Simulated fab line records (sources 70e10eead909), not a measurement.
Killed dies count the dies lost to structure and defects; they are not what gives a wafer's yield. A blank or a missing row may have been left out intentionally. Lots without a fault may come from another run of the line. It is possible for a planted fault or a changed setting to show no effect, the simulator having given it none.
fab line records	flow nand_harc
record: lots: 6	wafers: 18	last_day: 34
route steps=1302 shown A_STAIRCASE@807 END@1302
lots that met no fault: from a run of the same line without faults
start_h: hours from the record's opening day to when the first of the lot's shown wafers began	wait_h: time in hours since the lot's previous step	" same as the row above	L1.1+2: a row that stands for several wafers	- either no value or no given start	* or withheld: withheld	< > ~ a bound
route shown NAME@n: NAME is a module with steps in the file, n the number in the route of the first one	usual: the fault-free wafers' mean and standard deviation	same: alike in all rows	chamber/n: place in a boat	sites: readings site by site	_std_site: the values' standard deviation	_edge_site: inner sites' mean taken away from outer sites' mean	radius_mm: how far each site lies from the wafer's centre	mask NAME#n: copy n	behind: the tool/chamber that last shaped the wafer	hold: cause of the lot's hold/its duration in hours/its outcome	device: the transistor (n, p or np) that didn't switch	end of line: the route-end tests of the same wafers	a step with no rows: only its recipe	killed: dies that structure and defects cost at the first sort, which is not the same as the wafer's yield	map: a wafer's dies, marking killed ones x, the rest . and places with no die _
set.NAME: the setting the step ran with; set.NAME@STEP: the setting that earlier step ran with	model.NAME: the simulator's own value behind a step, which no gauge read
lots at some steps of the route; a table a step, a row a wafer
services: a tool's chamber out of use, with start hour (start_h, from the record's first day; less than 0 if before it), hours out, and reason
== steps ==
step: NHARC_A_STAIRCASE_DESCUM_291
recipe: time_s: 3	o2_flow_sccm: 200	ar_flow_sccm: 0	bias_power_w: 0	chemistry: O2
step: NHARC_A_STAIRCASE_ETCH_292
recipe: cf4_flow_sccm: 100	chf3_flow_sccm: 30	ar_flow_sccm: 0	rf_w: 500	bias_w: 200	chemistry: CF4/CHF3
step: NHARC_A_STAIRCASE_HM_OPEN_460
recipe: o2_flow_sccm: 400	cos_flow_sccm: 20	ar_flow_sccm: 0	rf_w: 500	bias_w: 300	chemistry: O2/COS
usual: drypump_motor_current_A: 6.0/0.45	oes_product_au: 1.002/0.01	rf_vpp_V: 467/3.2	showerhead_plenum_p_Torr: 3.12/0.14	throttle_valve_pct: 28.330/0.0088
lot.wafer	tool	chamber	start_h	wait_h	drypump_motor_current_A	oes_product_au	rf_hours_counter_h	rf_vpp_V	showerhead_plenum_p_Torr	throttle_valve_pct
L377.1	rie_diel-08	3	-	-	5.7	1.008	23	463	3.00	28.336
L377.3	"	1	"	"	6.6	1.025	20	465	3.06	28.324
L377.2	"	2	"	"	6.5	1.018	23	469	3.24	28.329
L382.2	rie_diel-08	0	-	-	6.0	1.003	36	473	3.30	28.335
L382.1	"	1	"	"	6.6	1.017	36	465	3.05	28.331
L382.4	"	2	"	"	6.5	0.998	37	471	3.23	28.343
L384.3	rie_diel-08	1	-	-	6.6	1.025	37	463	3.05	28.329
L384.5	"	0	"	"	6.0	1.006	-	472	3.30	28.334
L384.6	"	1	"	"	6.6	1.023	-	465	3.05	28.332
L391.4	rie_diel-08	3	-	-	5.7	0.991	6	463	2.98	28.309
L391.1	"	0	"	"	6.0	1.010	12	471	3.28	28.326
L391.2	"	2	"	"	6.5	0.997	5	470	3.22	28.324
L392.4	rie_diel-08	3	-	-	5.7	0.990	11	464	2.98	28.327
L392.3	"	1	"	"	6.6	1.000	16	465	3.04	28.339
L392.5	"	0	"	"	5.9	0.996	-	472	3.28	28.347
L394.2	rie_diel-08	3	-	-	5.7	1.003	13	465	2.98	28.337
L394.1	"	1	"	"	6.6	1.015	19	467	3.04	28.316
L394.6	"	0	"	"	6.0	0.988	-	471	3.28	28.335
step: NHARC_A_STAIRCASE_STRIP_461
recipe: o2_flow_sccm: 400	cos_flow_sccm: 20	ar_flow_sccm: 0	bias_w: 0	chemistry: O2/COS
step: NHARC_A_STAIRCASE_ETCH_452
recipe: target_depth_a: 300	overetch_a: 30	time_s: 16.5	ion_energy_ev: 100	cf4_flow_sccm: 80	o2_flow_sccm: 20	ar_flow_sccm: 0	rf_w: 300	bias_w: 100	chemistry: CF4/O2
usual: drypump_motor_current_A: 5.9/0.45	oes_o_777_au: 1.000/0.0045	oes_product_au: 1.003/0.01	rf_vpp_V: 197.8/1.6	showerhead_plenum_p_Torr: 1.33/0.061	throttle_valve_pct: 13.398/0.0092
lot.wafer	tool	chamber	start_h	wait_h	drypump_motor_current_A	oes_o_777_au	oes_product_au	rf_hours_counter_h	rf_vpp_V	showerhead_plenum_p_Torr	throttle_valve_pct
L377.3	rie_diel-08	1	-	-	6.6	1.003	1.004	20	199.3	1.31	13.400
L377.1	"	2	"	"	6.5	1.002	1.007	23	197.9	1.39	13.389
L377.2	"	0	"	"	6.0	1.003	1.005	20	198.6	1.42	13.405
L382.4	rie_diel-08	0	-	-	6.0	0.999	1.008	36	199.1	1.41	13.391
L382.2	"	1	"	"	6.6	1.000	1.021	36	197.6	1.30	13.406
L382.1	"	2	"	"	6.5	1.005	1.011	37	199.4	1.38	13.400
L384.3	rie_diel-08	1	-	-	6.6	0.999	1.019	37	197.1	1.30	13.399
L384.5	"	0	"	"	6.0	1.001	1.002	-	199.8	1.41	13.388
L384.6	"	1	"	"	6.6	1.001	1.030	-	196.2	1.30	13.418
L391.1	rie_diel-08	2	-	-	6.5	0.996	1.001	5	199.5	1.38	13.387
L391.4	"	3	"	"	5.7	1.009	0.995	6	196.3	1.27	13.394
L391.2	"	0	"	"	5.9	0.993	0.994	12	200.8	1.41	13.387
L392.4	rie_diel-08	2	-	-	6.6	1.004	0.999	11	199.2	1.38	13.396
L392.3	"	3	"	"	5.7	1.000	1.000	12	196.0	1.27	13.408
L392.5	"	2	"	"	6.5	0.998	0.991	-	198.3	1.38	13.396
L394.2	rie_diel-08	0	-	-	5.9	0.998	0.996	21	199.1	1.40	13.402
L394.1	"	1	"	"	6.6	1.002	1.008	19	197.5	1.30	13.397
L394.6	"	3	"	"	5.6	0.995	0.997	-	195.2	1.27	13.399
step: NHARC_A_STAIRCASE_ETCH_294
recipe: target_depth_a: 49890	time_s: 1211.6	ion_energy_ev: 800	c4f8_flow_sccm: 80	o2_flow_sccm: 60	ar_flow_sccm: withheld	rf_w: 600	bias_w: 3000	chemistry: C4F8/O2/Ar
usual: oes_product_au: 0.935/0.011	rf_vpp_V: 1826/11
lot.wafer	tool	chamber	start_h	wait_h	oes_product_au	rf_hours_counter_h	rf_vpp_V
L377.1	rie_diel-08	2	-	-	0.936	24	1836
L377.2	"	3	"	"	0.923	23	1816
L377.3	"	0	"	"	0.924	20	1843
L382.4	rie_diel-08	0	-	-	0.941	36	1842
L382.1	"	1	"	"	0.957	37	1818
L382.2	"	2	"	"	0.932	37	1835
L384.3	rie_diel-08	0	-	-	0.930	37	1841
L384.6	"	1	"	"	0.954	-	1822
L384.5	"	2	"	"	0.945	-	1837
L391.4	rie_diel-08	1	-	-	0.948	11	1820
L391.1	"	2	"	"	0.946	5	1834
L391.2	"	3	"	"	0.935	6	1815
L392.4	rie_diel-08	3	-	-	0.932	12	1814
L392.3	"	2	"	"	0.944	11	1835
L392.5	"	3	"	"	0.935	-	1814
L394.1	rie_diel-08	2	-	-	0.939	12	1834
L394.2	"	1	"	"	0.934	19	1821
L394.6	"	2	"	"	0.937	-	1833
step: NHARC_A_STAIRCASE_STRIP_295
recipe: o2_flow_sccm: 500	ar_flow_sccm: 0	bias_w: 0	chemistry: O2
usual: drypump_motor_current_A: 6.0/0.46	oes_product_au: 1.003/0.01	rf_vpp_V: 57.6/0.87	showerhead_plenum_p_Torr: 3.52/0.15	throttle_valve_pct: 17.037/0.0088
lot.wafer	tool	chamber	start_h	wait_h	drypump_motor_current_A	oes_product_au	rf_hours_counter_h	rf_vpp_V	showerhead_plenum_p_Torr	throttle_valve_pct
L377.2	rie_diel-08	3	-	-	5.6	1.002	24	57.4	3.39	17.040
L377.3	"	0	"	"	6.0	1.013	20	58.2	3.73	17.012
L377.1	"	2	"	"	6.5	1.019	24	57.4	3.66	17.036
L382.4	rie_diel-08	2	-	-	6.5	1.011	38	57.6	3.65	17.034
L382.1	"	3	"	"	5.7	0.991	37	57.5	3.38	17.036
L382.2	"	1	"	"	6.6	1.009	37	57.2	3.45	17.040
L384.3	rie_diel-08	3	-	-	5.7	0.995	38	58.8	3.38	17.034
L384.5	"	1	"	"	6.6	1.011	-	56.9	3.45	17.040
L384.6	"	2	"	"	6.5	1.010	-	57.4	3.65	17.031
L391.4	rie_diel-08	0	-	-	6.0	0.993	13	58.1	3.71	17.032
L391.1	"	1	"	"	6.6	1.000	12	57.1	3.44	17.048
L391.2	"	2	"	"	6.6	0.994	6	57.7	3.64	17.037
L392.4	rie_diel-08	2	-	-	6.5	1.004	11	58.5	3.63	17.026
L392.3	"	3	"	"	5.7	0.989	12	57.7	3.37	17.028
L392.5	"	3	"	"	5.7	0.994	-	57.2	3.37	17.040
L394.2	rie_diel-08	3	-	-	5.7	0.991	14	58.5	3.37	17.043
L394.1	"	1	"	"	6.6	1.015	19	58.0	3.43	17.052
L394.6	"	2	"	"	6.5	0.998	-	58.0	3.63	17.036
step: NHARC_A_STAIRCASE_STRIP_296
recipe: time_s: 900	temp_c: 130	chemistry: SPM
step: NHARC_A_STAIRCASE_PRECLEAN_297
recipe: time_s: *	temp_c: 50	bath_age_min: 0	chemistry: SC1
step: NHARC_A_STAIRCASE_SRD_298
step: NHARC_A_STAIRCASE_HM_DEP_462
recipe: target_thk_a: 8000	temp_c: 400	material: aC
usual: throttle_valve_pct: 35.000/0.0088
lot.wafer	tool	chamber	start_h	wait_h	throttle_valve_pct
L377.1	acl_dep-01	0	460.47	3.6	35.006
L377.2	"	0	"	"	35.010
L377.3	"	0	"	"	34.998
L382.1	acl_dep-01	0	509.65	1.1	34.998
L382.2	"	0	"	"	34.969
L382.4	"	0	"	"	35.002
L384.3	acl_dep-03	0	511.40	1.1	34.994
L384.5	"	0	"	"	35.006
L384.6	"	0	"	"	34.998
L391.1	acl_dep-03	0	589.79	0.6	35.007
L391.2	"	0	"	"	35.006
L391.4	"	0	"	"	35.007
L392.3	acl_dep-01	0	611.12	1.6	35.011
L392.4	"	0	"	"	35.008
L392.5	"	0	"	"	34.996
L394.1	acl_dep-03	0	614.94	1.1	34.999
L394.2	"	0	"	"	34.998
L394.6	"	0	616.44	2.6	34.990
step: NHARC_A_STAIRCASE_DEP_301
recipe: target_thk_a: 300	target_thk_nm: 30	temp_c: 400	pressure_torr: 3.5	flow_sccm: 200	rf_w: 350	material: SiON
usual: chamber_pressure_Torr: 3.501/0.0079	heater_power_w: 716/61	rf_fwd_power_W: 348.6/1.2	showerhead_vpp_V: 1155/39
lot.wafer	tool	chamber	start_h	wait_h	chamber_pressure_Torr	heater_power_w	rf_fwd_power_W	showerhead_vpp_V
L377.1	pecvd-02	2	462.33	1.6	3.499	774	349.6	1147
L377.2	"	0	"	"	3.505	695	348.5	1194
L377.3	"	1	"	"	3.497	607	347.3	1193
L382.1	pecvd-03	2	511.54	1.6	3.493	649	349.1	1093
L382.2	"	1	"	"	3.498	585	351.3	1225
L382.4	"	0	"	"	3.507	733	208.4	924
L384.3	pecvd-03	0	512.70	1.0	3.494	689	207.8	926
L384.6	"	1	"	"	3.503	713	348.2	1228
L384.5	"	2	"	"	3.510	717	347.8	1091
L391.2	pecvd-04	1	591.65	1.2	3.510	794	349.7	1157
L391.1	"	0	"	"	3.486	717	348.5	1131
L391.4	"	1	"	"	3.495	785	347.5	1170
L392.3	pecvd-03	1	612.39	1.0	3.498	594	346.5	1239
L392.4	"	0	"	"	3.496	690	348.3	1204
L392.5	"	2	"	"	3.501	723	348.0	1093
L394.1	pecvd-04	1	616.76	1.5	3.495	717	348.5	1158
L394.2	"	2	"	"	3.500	698	350.5	1126
L394.6	"	1	"	"	3.501	721	348.2	1163
step: NHARC_A_STAIRCASE_DEHYDRATE_302
recipe: temp_c: 150	time_s: 120
step: NHARC_END_SORT_01
recipe: temp_c: 25
usual: killed_at_array: 57/17	killed_at_other: 0.5/0.82	killed_at_periphery: 4.0/2.8	killed_dies: 61/18	killed_open: 2.9/2	killed_short: 2.3/1.7
same: gross_dies: 677
lot.wafer	tool	chamber	start_h	wait_h	killed_at_array	killed_at_other	killed_at_periphery	killed_dies	killed_open	killed_short
L377.1	prober-01	0	638.03	2.5	35	0	4	39	5	5
L377.2	prober-01	0	638.83	2.8	28	1	0	29	4	1
L377.3	prober-01	0	639.64	3.1	30	0	1	31	2	1
L384.3	prober-01	0	687.73	3.1	20	1	13	34	4	1
L384.5	prober-01	0	689.33	3.7	31	1	8	40	7	5
L384.6	prober-01	0	690.13	4.0	25	0	7	32	2	3
L382.1	prober-02	0	694.44	2.5	41	0	2	43	2	2
L382.2	prober-02	0	695.22	2.8	56	0	7	63	4	4
L382.4	prober-02	0	696.79	3.4	43	0	5	48	4	0
killed by level:class
L377.1 A_CHANNEL_HOLE_D1:chamber_film_flake=8 A_CHANNEL_HOLE_D2:chamber_film_flake=7 A_CONTACT:chamber_film_flake=4 A_DECK1_JOINT:chamber_film_flake=3 A_CHANNEL_FILL_D2:chamber_film_flake=3 P_ZERO_WELL:chamber_film_flake=2 P_M0:geometric_particle:open=1 A_CHANNEL_FILL_D1:geometric_particle:short=1
L377.2 A_CHANNEL_HOLE_D2:chamber_film_flake=12 A_CONTACT:chamber_film_flake=6 A_ONON_D2:geometric_particle:open=2 A_CHANNEL_FILL_D2:chamber_film_flake=2 A_ONON_D2:geometric_particle:short=1 A_CHANNEL_FILL_D2:geometric_particle:open=1 A_WL_FILL:geometric_particle:open=1 A_CHANNEL_HOLE_D1:chamber_film_flake=1
L377.3 A_CHANNEL_HOLE_D2:chamber_film_flake=13 A_CHANNEL_HOLE_D1:chamber_film_flake=5 A_CONTACT:chamber_film_flake=4 A_STAIRCASE:chamber_film_flake=3 A_CHANNEL_HOLE_D1:geometric_particle:short=1 A_CHANNEL_FILL_D2:geometric_particle:open=1 A_WL_FILL:geometric_particle:open=1 P_GATE:chamber_film_flake=1
L384.3 A_CHANNEL_HOLE_D1:chamber_film_flake=6 A_CONTACT:chamber_film_flake=5 P_STI:chamber_film_flake=4 P_BONDPAD:chamber_film_flake=3 P_M0:geometric_particle:open=2 P_ZERO_WELL:chamber_film_flake=2 A_CHANNEL_FILL_D2:chamber_film_flake=2 A_SLIT:chamber_film_flake=2
L384.5 A_CHANNEL_HOLE_D1:chamber_film_flake=9 A_STAIRCASE:chamber_film_flake=6 A_CONTACT:chamber_film_flake=5 P_STI:chamber_film_flake=3 A_ONON_D1:geometric_particle:open=2 A_WL_FILL:geometric_particle:short=2 P_BONDPAD:chamber_film_flake=2 P_CONTACT:geometric_particle:open=1
L384.6 A_CHANNEL_HOLE_D1:chamber_film_flake=7 A_CONTACT:chamber_film_flake=5 P_STI:chamber_film_flake=3 A_STAIRCASE:chamber_film_flake=3 A_SLIT:chamber_film_flake=3 A_DECK1_JOINT:chamber_film_flake=2 P_CONTACT:geometric_particle:open=1 A_ONON_D1:geometric_particle:short=1
L382.1 A_SLIT:chamber_film_flake=27 A_WL_FILL:chamber_film_flake=3 A_CHANNEL_HOLE_D1:chamber_film_flake=2 A_CHANNEL_HOLE_D2:chamber_film_flake=2 A_CONTACT:chamber_film_flake=2 A_SOURCE_PLATE:geometric_particle:open=1 A_CHANNEL_FILL_D2:geometric_particle:short=1 A_BLC:geometric_particle:open=1
L382.2 A_SLIT:chamber_film_flake=36 A_WL_FILL:chamber_film_flake=5 P_CONTACT:chamber_film_flake=3 A_CONTACT:chamber_film_flake=3 A_CHANNEL_FILL_D1:geometric_particle:open=2 P_STI:chamber_film_flake=2 A_CHANNEL_HOLE_D1:chamber_film_flake=2 P_M1:geometric_particle:short=1
L382.4 A_SLIT:chamber_film_flake=30 A_CHANNEL_HOLE_D1:chamber_film_flake=5 A_CONTACT:chamber_film_flake=3 P_M0:geometric_particle:open=2 A_CHANNEL_FILL_D1:geometric_particle:open=2 P_ZERO_WELL:chamber_film_flake=1 P_STI:chamber_film_flake=1 P_CONTACT:chamber_film_flake=1
== services ==
tool	chamber	start_h	hours	kind
pecvd-03	2	436.46	8.3	repair
pecvd-04	-	450.00	13.0	pm
rie_diel-08	0	452.35	-	clean
rie_diel-08	1	452.35	-	clean
rie_diel-08	2	452.35	-	clean
rie_diel-08	3	452.35	-	clean
rie_diel-08	0	478.53	-	clean
rie_diel-08	1	478.53	-	clean
rie_diel-08	2	478.53	-	clean
rie_diel-08	3	478.53	-	clean
acl_dep-03	-	482.58	13.0	pm
rie_diel-08	0	503.03	-	clean
rie_diel-08	1	503.03	-	clean
pecvd-02	1	544.54	8.6	repair
rie_diel-08	-	546.81	9.0	pm
pecvd-03	-	547.12	13.0	pm
acl_dep-01	-	549.54	13.0	pm
pecvd-02	-	569.04	1.0	repair
rie_diel-08	1	569.81	4.9	repair
rie_diel-08	2	575.61	5.2	repair
rie_diel-08	3	575.88	4.1	repair
pecvd-04	2	577.50	6.2	repair
pecvd-03	2	588.59	15.7	repair
pecvd-02	-	589.21	13.0	pm
== key ==
first_sign: step: NHARC_A_STAIRCASE_DEP_301	reading: rf_fwd_power_W	direction: down	sigmas: 99+	usual: *	struck: *
effect: step: NHARC_A_STAIRCASE_DEP_301	reading: showerhead_vpp_V	direction: down	sigmas: 5.9	usual: 1155	struck: 925
met_at NHARC_A_STAIRCASE_DEP_301
struck_wafers L382.4,L384.3
tester_left_out L382,L384
fault: kind: process_parameter_drift	tool: pecvd-03	chamber: 0	onset_h: 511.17	steps: NHARC_A_STAIRCASE_DEP_301	channel: rf_w	offset: *	shape: step	end_h: 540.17	acts_in: *	stated: *
tester_left_out: of these lots the tester's yield and bins aren't shown, on N5 and GAA mostly nor the transistor test; their killed dies are dies lost to structure and defects alone, not to doping, threshold or leakage, so they don't give the yield
